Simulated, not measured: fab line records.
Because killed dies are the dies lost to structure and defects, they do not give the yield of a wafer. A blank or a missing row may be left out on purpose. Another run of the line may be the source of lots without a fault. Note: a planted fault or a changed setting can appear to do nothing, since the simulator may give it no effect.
Chamber matching / flow n5Finfet / N5_BEOL_M12_VIA_ETCH_16 on rieDiel-06 has 4 sister chambers
The step etches SiOC in C4F8/O2/Ar, target depth 724.8 nm. 4 wafers are shown with their chamber, then 7 later ones without.

== WAFERS WITH THEIR CHAMBER ==
wafer=L365.5; chamber=2; showerheadPlenumPTorr (Torr)=3.25
wafer=L367.6; chamber=0; showerheadPlenumPTorr (Torr)=3.59
wafer=L369.1; chamber=1; showerheadPlenumPTorr (Torr)=3.34
wafer=L369.3; chamber=3; showerheadPlenumPTorr (Torr)=3.47

== WAFERS WITH NO CHAMBER GIVEN ==
wafer=L369.4; showerheadPlenumPTorr (Torr)=3.47
wafer=L380.3; showerheadPlenumPTorr (Torr)=3.64
wafer=L380.4; showerheadPlenumPTorr (Torr)=3.33
wafer=L380.6; showerheadPlenumPTorr (Torr)=3.57
wafer=L381.2; showerheadPlenumPTorr (Torr)=3.64
wafer=L381.3; showerheadPlenumPTorr (Torr)=3.33
wafer=L381.5; showerheadPlenumPTorr (Torr)=3.64

== THE CHAMBER EACH PASSED THROUGH ==
wafer=L369.4; from the rows above=3; in truth=3
wafer=L380.3; from the rows above=0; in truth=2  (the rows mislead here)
wafer=L380.4; from the rows above=1; in truth=1
wafer=L380.6; from the rows above=0; in truth=0
wafer=L381.2; from the rows above=0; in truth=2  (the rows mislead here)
wafer=L381.3; from the rows above=1; in truth=1
wafer=L381.5; from the rows above=0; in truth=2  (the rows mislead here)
Correctly placed: 4 of 7. Can't be placed from these rows: 0. Placed wrongly: 3.
How it was worked out, from the rows above alone: a wafer's distance from a chamber is the root of the sum, over the readings, of the square of ((its reading less the chamber's mean) divided by the reading's scatter). The wafer belongs to the nearest chamber; if the next one is less than 2 further off, it can't be placed. The mean given for a chamber averages the wafers shown for that chamber. The scatter (one wafer shown for each chamber): square how far every hidden wafer sits from the nearest shown wafer, average those squares and take the square root.
